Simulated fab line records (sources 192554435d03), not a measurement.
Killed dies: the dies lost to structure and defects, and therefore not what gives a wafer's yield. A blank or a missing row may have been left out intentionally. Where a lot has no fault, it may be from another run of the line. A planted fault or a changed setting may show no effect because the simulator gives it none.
Comparing a struck lot with a sound one / flow n5 finfet / 38 steps out of a route of 1938
Sound: the wafers L820.3, L820.6. Struck: wafer L816.3 (L816.4, L816.5, from the same lot, were not struck and are left out); the cause is given at the end.
For every step that has rows: the tool of each side, followed by ch and its chambers, followed by its first start. Under that, the readings that differ: sound wafers / struck wafers / difference of the means / sigmas: that difference in standard deviations of wafers without a fault.
alike: readings whose means differ by less than 2 such deviations, and words and numbers that are the same on both sides. not compared: withheld readings, readings that some wafer has no value for, bounds like >300 that may hide the same value, and numbers for which the record gives no deviation and whose values overlap.
The two part at a step that has a row with sigmas, a row that says differs or no value, or rows on one side only. Numbers that have no deviation but don't overlap get no sigmas and don't part them. Lack of a reading on every wafer of one side parts them only where that side has two or more wafers.

first, 10 steps without rows for these wafers: N5_HKMG_FIN_CMP_23 (polishes, stops on SiNx, t overpolish 10 s, target thk 46.326 nm); N5_HKMG_FIN_CMP_94 (polishes, stops on SiNx, t overpolish 4.7 s, target thk 43.299 nm); N5_GATE_CUT_ETCHBACK_00 (etches W in SF6/Cl2); N5_GATE_CUT_ETCH_56 (etches TiN in Cl2/Ar, target depth 21.6 nm); N5_GATE_CUT_ETCHBACK_30 (etches TiN in Cl2/Ar, target depth 3 nm); N5_GATE_CUT_VAPOR_ETCH_60 (etches HfO2 in BCl3/Cl2); N5_GATE_CUT_ETCH_58 (etches SiNx in CH3F/O2, target depth 17 nm, time 128.6 s); N5_GATE_CUT_STRIP_59 (strips in N2/H2, time 20 s); N5_GATE_CUT_PRECLEAN_31 (cleans in DIW, time 300 s); N5_GATE_CUT_SRD_32 (time 30 s).
N5_GATE_CUT_SAC_CAP_01: material SiNx, target thk 24 nm, pulse time 1 s, ald cycles 480.
  sound on ald sin-04 ch 0,3, day 9 11:07; struck on ald sin-03 ch 3, day 8 11:25
  alike: heater power w, precursor pulse height rel, susceptor temp C
then, 25 steps without rows for these wafers: N5_GATE_CUT_PECVD_57 (deposits SiNx from SiH4/NH3/N2, target thk 21 nm); N5_GATE_CUT_CMP_02 (polishes, stops on SiO2, t overpolish 12.7 s, target thk 0 nm); N5_GATE_CUT_HM_DEP_46 (deposits SiO2 from TEOS/O2, target thk 130 nm, time 26.6 s); N5_GATE_CUT_COAT_34 (time 60 s, resist thk 60 nm); N5_GATE_CUT_COAT_35 (time 60 s, resist thk 10 nm); N5_GATE_CUT_COAT_27 (time 60 s, resist thk 10 nm); N5_GATE_CUT_COAT_07 (resist thk 30 nm); N5_GATE_CUT_EBR_09; N5_GATE_CUT_SOFTBAKE_08 (time 60 s); N5_GATE_CUT_EXPOSE_10 (exposes mask GATE CUT, target cd 20 nm); N5_GATE_CUT_PEB_11 (peb time 60 s); N5_GATE_CUT_DEVELOP_12 (develop time 30 s); N5_GATE_CUT_DESCUM_18 (chemistry O2, time 7 s); N5_GATE_CUT_ETCH_28 (etches underlayer in N2/H2, target depth 13 nm, time 10.4 s); N5_GATE_CUT_ETCH_36 (etches SiARC in CF4, target depth 13 nm, time 21.7 s); N5_GATE_CUT_ETCH_37 (etches SOC in N2/H2, target depth 60 nm, overetch 12 nm, time 90 s); N5_GATE_CUT_STRIP_38 (strips in N2/H2); N5_GATE_CUT_STRIP_39 (strips in N2/H2); N5_GATE_CUT_HM_OPEN_40 (chemistry C4F6/O2, target SiO2, target depth 139 nm, time 85.1 s); N5_GATE_CUT_STRIP_41 (strips in CF4); N5_GATE_CUT_STRIP_42 (strips in O2); N5_GATE_CUT_ETCH_19 (etches SiNx in CH3F/O2, target depth 53.7 nm, time 76.7 s); N5_GATE_CUT_CUT_ETCH_53 (etches W in SF6/Cl2, target depth 79.2 nm); N5_GATE_CUT_CUT_ETCH_54 (etches TiN in Cl2/BCl3, target depth 96.7 nm); N5_GATE_CUT_CUT_ETCH_55 (etches HfO2 in BCl3, target depth 3.2 nm).
N5_MOL_CONTACT_COAG_THK_MEAS_29:
  sound: film metro-01 at day 10 03:36; struck: film metro-02 at day 9 03:47
reading=MD_CAP_THK (nm); sound=17.80 17.85; struck=14.14; difference=-3.69; sigmas=-45
-- here the record skips 8 days between the struck wafers' starts before and after, leaving off in module MOL_CONTACT_COAG and picking up in module PASSIVATION (first step shown: number 1936 of the route) --
N5_PASSIVATION_PROBE_49:
  sound: prober-01 at day 18 01:04; struck: prober-01 at day 17 12:32
reading=killed at contacts; sound=29 19; struck=402; difference=+378; sigmas=+63
reading=killed dies; sound=126 130; struck=490; difference=+362; sigmas=+19
reading=killed open; sound=82 90; struck=59; difference=-27; sigmas=-2
  alike: killed_at_M0_to_M3, killed_at_M4_up, killed at front end, killed at other, killed short

== WHERE THEY PART ==
Last at N5_PASSIVATION_PROBE_49 as far as this record goes, first at N5_MOL_CONTACT_COAG_THK_MEAS_29.

WHY: the cause the simulator had injected
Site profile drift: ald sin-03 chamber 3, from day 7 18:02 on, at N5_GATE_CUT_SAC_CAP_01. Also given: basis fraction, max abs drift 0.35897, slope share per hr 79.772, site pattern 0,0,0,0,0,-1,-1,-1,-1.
